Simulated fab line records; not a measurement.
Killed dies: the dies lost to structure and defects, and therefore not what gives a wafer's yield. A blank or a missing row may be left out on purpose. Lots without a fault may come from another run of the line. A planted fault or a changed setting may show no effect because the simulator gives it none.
fab line records	flow n5-finfet
[record] lots = 8	wafers = 24	last-day = 17
route steps=1938 shown DUMMY_GATE@235 SPACER0@261 SD_EPI_N@272 BEOL_M4@1111 PASSIVATION@1936
lots untouched by any fault: they come from a run of this same line in which no faults occurred
start-h: the number of hours between the record's first day and the start of the first shown wafer of the lot	wait-h: time in hours since the lot's previous step	" the same as in the row above	L1.1+2: one row covering several wafers at once	- either no value or no given start	* or withheld: withheld	< > ~ a bound
route shown NAME@n: NAME is a module with steps in the file, n the number in the route of the first one	usual: mean/standard deviation of fault-free wafers	same: alike in all rows	chamber/n: place in a boat	sites: each site's reading	_std_site: their standard deviation	_edge_site: mean of outer sites minus mean of inner sites	radius-mm: how far each site lies from the wafer's centre	mask NAME#n: copy n	behind: the most recent tool/chamber to have shaped the wafer	hold: why the lot went on hold/how many hours it stayed there/how the hold came to an end	device: whichever transistor did not switch (one of n, p or np)	end of line: the route-end tests of the same wafers	a step with no rows: only its recipe	killed: the dies lost at the first sort to structure and to defects; this is not the yield of the wafer	map: shows each die of a wafer: x if killed, . if not, _ if none is there
set.NAME: the setting that was run; set.NAME@STEP: the one run at that earlier step	model.NAME: the simulator's own value behind a step, which no gauge read
one table for each step of the route and one row for each wafer, over a sample of lots
services: a tool's chamber out of use, with start hour (start-h, from the record's first day; less than 0 if before it), hours out, and reason
[[steps]]
[step N5_DUMMY_GATE_ETCH_29]
[recipe] chemistry = N2/H2	target = underlayer	target-depth-a = 130	ion-energy-ev = 200	pressure-mtorr = 30	source-w = 840	bias-w = 150	n2-flow-sccm = 200	h2-flow-sccm = 200
[usual] drypump-motor-current-A = 5.5/0.39	h2-flow-sccm = 200.1/0.54	oes-product-au = 0.79/0.088	rf-fwd-power-W = 831/3.9	rf-vpp-V = 524.5/2.4	showerhead-plenum-p-Torr = 2.57/0.094	throttle-valve-pct = 17.96/0.21
lot.wafer	tool	chamber	start-h	wait-h	drypump-motor-current-A	h2-flow-sccm	oes-product-au	rf-fwd-power-W	rf-hours-counter-h	rf-vpp-V	showerhead-plenum-p-Torr	throttle-valve-pct
L228.1	rie-diel-06	0	47.50	0.0	5.6	200.5	0.78	828	117	527.2	2.68	18.04
L228.5	"	1	"	"	5.4	200.2	0.91	835	-	522.7	2.49	17.97
L228.6	"	0	"	"	5.6	200.4	0.78	828	-	526.5	2.68	18.03
L231.1	rie-diel-04	0	64.04	0.0	5.6	199.2	0.92	829	16	523.5	2.50	17.73
L231.4	"	1	"	"	5.0	199.6	0.70	832	191	522.5	2.52	18.07
L231.5	"	1	"	"	5.0	200.3	0.69	832	-	523.2	2.52	18.07
L232.1	rie-diel-02	0	70.64	0.0	4.8	201.0	0.71	838	197	524.0	2.54	18.31
L232.3	"	3	"	"	5.7	200.6	0.95	833	12	527.0	2.72	18.22
L232.5	"	1	"	"	6.0	200.0	0.74	831	-	524.7	2.52	17.89
L234.3	rie-diel-04	3	82.78	0.0	5.4	200.5	0.74	835	168	526.5	2.65	17.95
L234.5	"	3	"	"	5.4	200.7	0.75	832	-	527.4	2.65	17.94
L234.6	"	0	"	"	5.6	199.3	0.90	829	-	522.7	2.49	17.77
L237.1	rie-diel-02	2	100.48	0.0	5.8	199.9	0.69	827	249	522.9	2.49	17.81
L237.2	"	1	"	"	6.0	200.3	0.73	834	173	523.8	2.51	17.89
L237.3	"	0	"	"	4.8	200.1	0.71	838	206	525.2	2.54	18.33
L241.1	rie-diel-06	3	124.82	0.0	5.2	199.9	0.88	822	28	527.7	2.73	17.73
L241.2	"	1	"	"	5.4	200.4	0.89	828	48	523.5	2.48	18.02
L241.5	"	3	"	"	5.2	201.1	0.88	822	-	528.6	2.73	17.71
L246.1	rie-diel-04	3	154.94	0.0	5.4	200.6	0.72	835	188	526.9	2.64	17.98
L246.2	"	0	"	"	5.7	200.5	0.87	834	45	522.4	2.48	17.82
L246.5	"	2	"	"	5.7	199.8	0.72	834	-	521.6	2.42	17.74
L248.3	rie-diel-06	0	168.55	0.0	5.6	199.7	0.75	831	152	527.0	2.67	18.12
L248.4	"	1	"	"	5.4	200.0	0.87	836	58	521.0	2.47	18.03
L248.5	"	2	"	"	6.1	200.0	0.78	837	-	523.6	2.56	17.96
[step N5_DUMMY_GATE_CD_MEAS_50]
[recipe] target-cd-nm = 14
[usual] cd-nm = 13.9/0.51
lot.wafer	tool	chamber	start-h	wait-h	cd-nm
L228.1	cd-sem-02	-	47.81	0.0	14.0
L228.5	"	-	"	"	13.9
L228.6	"	-	"	"	13.8
L231.1	cd-sem-03	-	64.48	0.0	13.9
L231.4	"	-	"	"	13.4
L231.5	"	-	"	"	14.2
L232.1	cd-sem-03	-	70.95	0.0	14.0
L232.3	"	-	"	"	13.7
L232.5	"	-	"	"	13.5
L234.3	cd-sem-01	-	83.09	0.0	14.5
L234.5	"	-	"	"	13.9
L234.6	"	-	"	"	13.4
L237.1	cd-sem-03	-	100.81	0.0	13.1
L237.2	"	-	"	"	13.4
L237.3	"	-	"	"	13.3
L241.1	cd-sem-02	-	125.13	0.0	14.4
L241.2	"	-	"	"	14.2
L241.5	"	-	"	"	14.9
L246.1	cd-sem-02	-	155.26	0.0	14.7
L246.2	"	-	"	"	14.1
L246.5	"	-	"	"	14.4
L248.3	cd-sem-03	-	168.95	0.0	13.7
L248.4	"	-	"	"	14.2
L248.5	"	-	"	"	13.7
[step N5_DUMMY_GATE_STRIP_41]
[recipe] chemistry = O2	power-w = 400	temp-c = 40	pressure-mtorr = 30	rf-frequency-hz = 6e+07	bias-power-w = 0	overash-fraction = 0.3	o2-flow-sccm = 225
[usual] drypump-motor-current-A = 5.5/0.36	oes-product-au = 0.79/0.086	rf-vpp-V = 3.7/0.47	showerhead-plenum-p-Torr = 2.12/0.073	throttle-valve-pct = 16.75/0.18
[same] overash-fraction = 0.3
lot.wafer	tool	chamber	start-h	wait-h	drypump-motor-current-A	oes-product-au	rf-hours-counter-h	rf-vpp-V	showerhead-plenum-p-Torr	throttle-valve-pct
L228.1	rie-diel-04	2	47.90	0.0	5.7	0.75	128	3.7	2.03	16.65
L228.5	"	3	"	"	5.4	0.75	-	4.7	2.21	16.82
L228.6	"	0	"	"	5.7	0.94	-	3.4	2.09	16.58
L231.1	rie-diel-06	3	64.60	0.0	5.2	0.93	9	3.4	2.22	16.28
L231.4	"	0	"	"	5.6	0.76	122	4.0	2.19	16.63
L231.5	"	3	"	"	5.2	0.93	-	4.1	2.22	16.28
L232.1	rie-diel-06	2	71.04	0.0	6.1	0.80	96	4.4	2.12	16.66
L232.3	"	0	"	"	5.6	0.77	125	3.5	2.19	16.62
L232.5	"	0	"	"	5.6	0.77	-	3.6	2.19	16.62
L234.3	rie-diel-04	1	83.18	0.0	5.0	0.70	198	3.8	2.07	16.87
L234.5	"	3	"	"	5.4	0.75	-	3.6	2.20	16.82
L234.6	"	0	"	"	5.6	0.91	-	3.5	2.08	16.62
L237.1	rie-diel-04	0	100.91	0.0	5.6	0.89	30	3.4	2.08	16.62
L237.2	"	3	"	"	5.4	0.75	174	3.6	2.20	16.84
L237.3	"	2	"	"	5.7	0.73	141	3.7	2.03	16.68
L241.1	rie-diel-02	1	125.22	0.0	6.0	0.74	184	2.9	2.12	16.96
L241.2	"	3	"	"	5.7	0.90	25	4.1	2.25	16.91
L241.5	"	3	"	"	5.7	0.91	-	4.6	2.25	16.89
L246.1	rie-diel-04	0	155.36	0.0	5.6	0.87	45	3.8	2.08	16.67
L246.2	"	3	"	"	5.3	0.73	188	3.7	2.19	16.88
L246.5	"	2	"	"	5.7	0.72	-	3.2	2.02	16.70
L248.3	rie-diel-04	0	169.04	0.0	5.6	0.86	49	4.1	2.08	16.66
L248.4	"	3	"	"	5.4	0.72	192	3.6	2.19	16.87
L248.5	"	2	"	"	5.7	0.72	-	3.3	2.02	16.70
[step N5_DUMMY_GATE_ETCH_32]
[recipe] chemistry = CF4	target = SiO2	target-depth-a = 35	time-s = 3.9	ion-energy-ev = 350	pressure-mtorr = 10	icp-w = 800	bias-w = 400	cf4-flow-sccm = 80
[usual] drypump-motor-current-A = 5.8/0.5	oes-product-au = 0.996/0.021	rf-fwd-power-W = 790/3.5	throttle-valve-pct = 21.8/0.32
lot.wafer	tool	chamber	start-h	wait-h	drypump-motor-current-A	oes-product-au	rf-fwd-power-W	rf-hours-counter-h	throttle-valve-pct
L228.1	rie-si-01	2	48.10	0.1	5.4	0.996	790	120	22.1
L228.5	"	3	"	"	5.0	1.025	786	-	21.7
L228.6	"	2	"	"	5.4	1.003	793	-	22.1
L231.1	rie-si-02	2	64.80	0.1	5.7	0.991	790	53	22.2
L231.4	"	1	"	"	6.7	0.992	787	56	22.1
L231.5	"	2	"	"	5.7	0.990	791	-	22.2
L232.1	rie-si-02	1	71.24	0.1	6.7	0.991	785	56	22.1
L232.3	"	2	"	"	5.7	0.979	789	54	22.2
L232.5	"	0	"	"	5.6	1.000	794	-	21.9
L234.3	rie-si-01	0	83.38	0.1	6.4	0.990	787	7	21.3
L234.5	"	1	"	"	5.3	1.052	795	-	22.0
L234.6	"	2	"	"	5.4	1.003	794	-	22.1
L237.1	rie-si-04	0	101.11	0.1	5.9	0.994	794	29	21.6
L237.2	"	3	"	"	5.6	0.971	785	193	21.8
L237.3	"	1	"	"	5.9	0.971	785	187	22.0
L241.1	rie-si-04	0	125.42	0.1	6.0	1.005	795	30	21.7
L241.2	"	1	"	"	5.9	0.968	786	187	22.0
L241.5	"	2	"	"	5.1	0.993	790	-	22.2
L246.1	rie-si-02	1	155.56	0.1	6.6	0.987	787	58	22.0
L246.2	"	3	"	"	6.2	1.021	789	10	21.2
L246.5	"	2	"	"	5.7	0.965	793	-	22.2
L248.3	rie-si-02	1	169.24	0.1	6.7	0.991	785	58	22.0
L248.4	"	3	"	"	6.2	1.030	791	10	21.3
L248.5	"	1	"	"	6.7	0.983	786	-	22.1
[step N5_DUMMY_GATE_INSPECT_27]
[recipe] inspect-instrument = brightfield	mode = aei
[usual] raw-defect-count = 325/110
lot.wafer	tool	chamber	start-h	wait-h	raw-defect-count
L228.1	defect-inspect-02	-	48.58	0.0	261
L228.5	"	-	"	"	218
L228.6	"	-	"	"	268
L231.1	defect-inspect-02	-	65.51	0.0	363
L231.4	"	-	"	"	214
L231.5	"	-	"	"	170
L232.1	defect-inspect-02	-	71.73	0.0	255
L232.3	"	-	"	"	267
L232.5	"	-	"	"	229
L234.3	defect-inspect-02	-	83.86	0.0	299
L234.5	"	-	"	"	388
L234.6	"	-	"	"	255
L237.1	defect-inspect-01	-	101.60	0.0	285
L237.2	"	-	"	"	465
L237.3	"	-	"	"	480
L241.1	defect-inspect-01	-	125.91	0.0	238
L241.2	"	-	"	"	356
L241.5	"	-	"	"	216
L246.1	defect-inspect-01	-	156.04	0.0	257
L246.2	"	-	"	"	383
L246.5	"	-	"	"	1283
L248.3	defect-inspect-02	-	169.72	0.0	345
L248.4	"	-	"	"	257
L248.5	"	-	"	"	1206
[step N5_SPACER0_INSPECT_04]
[recipe] inspect-instrument = darkfield	mode = post-dep
[usual] raw-defect-count = 147/39
lot.wafer	tool	chamber	start-h	wait-h	raw-defect-count
L228.1	defect-inspect-02	-	49.22	0.1	111
L228.5	"	-	"	"	91
L228.6	"	-	"	"	124
L231.1	defect-inspect-01	-	66.12	0.1	203
L231.4	"	-	"	"	133
L231.5	"	-	"	"	114
L232.1	defect-inspect-02	-	72.34	0.1	108
L232.3	"	-	"	"	103
L232.5	"	-	"	"	98
L234.3	defect-inspect-01	-	84.47	0.1	136
L234.5	"	-	"	"	210
L234.6	"	-	"	"	131
L237.1	defect-inspect-02	-	102.24	0.1	115
L237.2	"	-	"	"	160
L237.3	"	-	"	"	212
L241.1	defect-inspect-01	-	126.52	0.1	138
L241.2	"	-	"	"	175
L241.5	"	-	"	"	97
L246.1	defect-inspect-02	-	156.64	0.1	101
L246.2	"	-	"	"	143
L246.5	"	-	"	"	1033
L248.3	defect-inspect-02	-	170.33	0.1	143
L248.4	"	-	"	"	138
L248.5	"	-	"	"	1089
[step N5_SD_EPI_N_INSPECT_11]
[recipe] mode = adi	inspect-instrument = macro
[usual] raw-defect-count = 2.1/1.4
lot.wafer	tool	chamber	start-h	wait-h	raw-defect-count
L228.1	defect-inspect-02	-	49.55	0.0	1
L228.5	"	-	"	"	2
L228.6	"	-	"	"	3
L231.1	defect-inspect-01	-	66.57	0.0	1
L231.4	"	-	"	"	2
L231.5	"	-	"	"	4
L232.1	defect-inspect-02	-	73.63	0.0	5
L232.3	"	-	"	"	1
L232.5	"	-	"	"	5
L234.3	defect-inspect-02	-	84.80	0.0	1
L234.5	"	-	"	"	3
L234.6	"	-	"	"	5
L237.1	defect-inspect-01	-	102.69	0.0	3
L237.2	"	-	"	"	1
L237.3	"	-	"	"	1
L241.1	defect-inspect-01	-	126.97	0.0	2
L241.2	"	-	"	"	1
L241.5	"	-	"	"	3
L246.1	defect-inspect-02	-	157.10	0.0	2
L246.2	"	-	"	"	1
L246.5	"	-	"	"	>300
L248.3	defect-inspect-01	-	170.65	0.0	4
L248.4	"	-	"	"	4
L248.5	"	-	"	"	>300
[step N5_BEOL_M4_RC_MEAS_101]
[usual] DIBL_N = 37.5/2.5	DIBL_P = 38/3.1	IOFF_N = 0.19/0.059	IOFF_P = 0.24/0.061	ION_N = 679/16	ION_P = 465/9.8	SS_N = 72.0/0.8	SS_P = 73.7/0.86	VT_N = 248/4.5	VT_P = -249/3.5
lot.wafer	tool	chamber	start-h	wait-h	DIBL_N[mV/V]	DIBL_P[mV/V]	IOFF_N[nA/um]	IOFF_P[nA/um]	ION_N[uA/um]	ION_P[uA/um]	SS_N[mV/dec]	SS_P[mV/dec]	VT_N[mV]	VT_P[mV]
L228.1	prober-02	0	163.35	0.0	34.1	36	0.12	0.20	659	459	70.6	72.8	254	-249
L228.5	"	0	"	"	37.8	37	0.18	0.22	678	466	72.3	73.5	251	-250
L228.6	"	0	"	"	39.7	40	0.23	0.27	679	459	72.7	74.2	248	-245
L231.1	prober-01	0	188.43	0.0	35.7	36	0.15	0.19	673	458	71.9	72.4	253	-250
L231.4	"	0	"	"	33.3	34	0.11	0.17	651	455	70.6	71.8	255	-253
L231.5	"	0	"	"	37.1	38	0.18	0.24	669	461	71.6	73.8	248	-249
L232.1	prober-02	0	188.58	0.0	37.5	38	0.19	0.24	679	463	71.3	73.4	249	-248
L232.3	"	0	"	"	41.0	43	0.31	0.37	711	480	72.8	75.0	238	-242
L232.5	"	0	"	"	37.7	38	0.18	0.25	683	469	72.1	73.4	248	-247
L234.3	prober-01	0	215.59	0.3	33.7	34	0.12	0.17	662	453	71.2	72.9	255	-252
L234.5	"	0	"	"	37.1	39	0.18	0.23	677	464	71.8	73.8	249	-246
L234.6	"	0	"	"	41.1	44	0.31	0.34	705	477	73.1	75.8	244	-245
L237.1	prober-01	0	225.41	0.0	41.4	40	0.27	0.33	702	477	72.5	74.7	244	-244
L237.2	"	0	"	"	37.6	35	0.15	0.21	671	458	71.6	73.5	255	-247
L237.3	"	0	"	"	38.9	38	0.19	0.28	679	468	72.4	73.4	246	-244
L241.1	prober-02	0	257.03	0.0	37.5	37	0.20	0.30	706	489	70.9	73.4	242	-244
L241.2	"	0	"	"	36.4	34	0.16	0.23	689	470	72.0	72.9	249	-248
L241.5	"	0	"	"	36.5	35	0.18	0.26	684	479	71.7	72.7	249	-244
L246.1	prober-02	0	284.19	0.0	34.5	35	0.14	0.21	668	462	70.9	73.5	249	-249
L246.2	"	0	"	"	36.0	35	0.14	0.20	668	459	71.2	73.8	251	-250
L246.5	"	0	"	"	39.9	40	0.24	0.28	696	475	71.8	74.1	244	-246
L248.3	prober-02	0	310.66	0.3	40.5	38	0.23	0.26	684	465	72.7	73.8	246	-249
L248.4	"	0	"	"	38.6	36	0.17	0.22	662	460	73.0	73.4	250	-249
L248.5	"	0	"	"	39.9	38	0.21	0.25	687	466	71.8	74.0	250	-248
[step N5_PASSIVATION_PROBE_49]
[usual] defect-limited-yield = 91.0/1.4	killed_at_M0_to_M3 = 35/10	killed_at_M4_up = 14/5.5	killed-at-contacts = 13/5.6	killed-at-front-end = 41/11	killed-at-other = 4/3.4	killed-dies = 106/16	killed-open = 68/12	killed-short = 35/7.3	sort_bin_4_leakage = 0.3/2.1	sort_bin_5_function = 5.3/0.89	sort_bin_6_memory = 3.4/0.67	sort-n-pass = 1070/28	sort-yield-pct = 90.7/2.4
[same] gross-dies = 1180	killed-at-back-side = 0	sort_bin_8_speed[%] = 0
lot.wafer	tool	chamber	start-h	wait-h	defect-limited-yield[%]	killed_at_M0_to_M3	killed_at_M4_up	killed-at-contacts	killed-at-front-end	killed-at-other	killed-dies	killed-open	killed-short	sort_bin_4_leakage[%]	sort_bin_5_function[%]	sort_bin_6_memory[%]	sort-n-pass	sort-yield-pct[%]
L246.1	prober-01	-	398.03	0.0	90.8	22	13	6	60	7	108	54	52	0	5.8	2.8	1072	90.8
L246.2	prober-01	-	398.08	0.1	91.8	28	18	8	39	4	97	65	32	0	4.7	3.1	1083	91.8
L246.5	prober-01	-	398.23	0.2	81.0	20	8	9	181	6	224	47	31	0	11.8	4.2	956	81.0
L248.3	prober-02	-	411.54	0.1	90.4	27	7	14	63	2	113	63	40	0	5.3	3.3	1067	90.4
L248.4	prober-02	-	411.59	0.2	91.4	35	13	21	32	1	102	61	40	0	4.7	3.5	1078	91.4
L248.5	prober-02	-	411.64	0.2	78.1	30	19	21	182	6	258	73	36	0	12.9	5.5	922	78.1
// killed by level:class
L246.1 FIN_SAQP:geometric-particle:short=26 FIN_SAQP:geometric-particle:open=13 BEOL_M0_SAQP:geometric-particle:short=6 MOL_CONTACT_COAG:geometric-particle:open=5 BEOL_M3:geometric-particle:open=4 DUMMY_GATE:geometric-particle:open=4 BEOL_M4:geometric-particle:short=4 BEOL_M0_SAQP:geometric-particle:open=4
L246.2 BEOL_M0_SAQP:geometric-particle:open=11 FIN_SAQP:geometric-particle:open=9 BEOL_M4:geometric-particle:short=9 STI_FIN_REVEAL:geometric-particle:open=8 GATE_CUT:geometric-particle:open=8 MOL_CONTACT_COAG:geometric-particle:open=7 BEOL_M0_SAQP:geometric-particle:short=7 BEOL_M3:geometric-particle:open=5
L246.5 DUMMY_GATE:unspecified=141 GATE_CUT:geometric-particle:short=11 MOL_CONTACT_COAG:geometric-particle:open=9 BEOL_M0_SAQP:geometric-particle:open=6 DUMMY_GATE:geometric-particle:open=6 FIN_SAQP:geometric-particle:open=5 FIN_SAQP:geometric-particle:short=5 STI_FIN_REVEAL:geometric-particle:open=4
L248.3 FIN_SAQP:geometric-particle:short=18 MOL_CONTACT_COAG:geometric-particle:open=12 BEOL_M3:geometric-particle:open=8 FIN_SAQP:geometric-particle:open=7 STI_FIN_REVEAL:geometric-particle:open=7 HKMG_FIN:area-etch=7 DUMMY_GATE:geometric-particle:open=6 BEOL_M0_SAQP:geometric-particle:open=6
L248.4 MOL_CONTACT_COAG:geometric-particle:open=17 FIN_SAQP:geometric-particle:short=14 BEOL_M1:geometric-particle:open=9 BEOL_M3:geometric-particle:open=9 FIN_SAQP:geometric-particle:open=7 BEOL_M0_SAQP:geometric-particle:short=6 BEOL_M4:geometric-particle:short=5 BEOL_M4:geometric-particle:open=5
L248.5 DUMMY_GATE:unspecified=147 MOL_CONTACT_COAG:geometric-particle:open=15 BEOL_M4:geometric-particle:open=13 FIN_SAQP:geometric-particle:short=10 BEOL_M1:geometric-particle:open=8 STI_FIN_REVEAL:geometric-particle:open=7 MOL_CONTACT_COAG:geometric-particle:short=6 BEOL_M2:geometric-particle:open=5
[[services]]
tool	chamber	start-h	hours	kind
rie-diel-04	2	33.25	6.9	repair
rie-diel-02	3	98.29	13.9	repair
rie-diel-02	-	99.37	0.4	repair
rie-si-02	0	106.16	1.4	repair
rie-diel-02	2	112.20	-	clean
rie-diel-02	2	112.20	-	consumable-replace:focus-ring
rie-diel-02	2	112.20	20.4	scheduled-down
rie-diel-02	2	112.20	20.4	vent-cycle
rie-diel-04	-	115.63	0.3	repair
rie-si-02	3	130.02	6.1	repair
rie-si-02	-	145.79	0.4	repair
rie-si-04	3	147.30	-	clean
rie-si-04	3	147.30	15.8	scheduled-down
rie-si-04	3	147.30	15.8	vent-cycle
rie-si-01	3	158.64	9.9	repair
[[key]]
[first-sign] step = N5_DUMMY_GATE_INSPECT_27	reading = raw-defect-count	direction = up	sigmas = 8.5	usual = 325	struck = 1244
[effect] step = N5_SPACER0_INSPECT_04	reading = raw-defect-count	direction = up	sigmas = 23	usual = 147	struck = 1061
[effect] step = N5_SD_EPI_N_INSPECT_11	reading = raw-defect-count	direction = up	sigmas = 99+	usual = 2.1	struck = >300
[effect] step = N5_PASSIVATION_PROBE_49	reading = killed-at-front-end	direction = up	sigmas = 13	usual = 41	struck = 182
[more-kills-born-at] N5_DUMMY_GATE_STRIP_41@rie-diel-04 = 288
met-at N5_DUMMY_GATE_STRIP_41
struck-lots L246,L248
struck-wafers L246.5,L248.5
not-acting-at N5_DUMMY_GATE_ETCH_29,N5_DUMMY_GATE_CD_MEAS_50,N5_DUMMY_GATE_ETCH_32
onset-between 100.91 155.36
[fault] kind = chamber-particle-source	tool = rie-diel-04	chamber = 2	onset-h = 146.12	steps = N5_DUMMY_GATE_STRIP_41	rate-per-visit-cm2 = 1.3653	end-h = 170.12
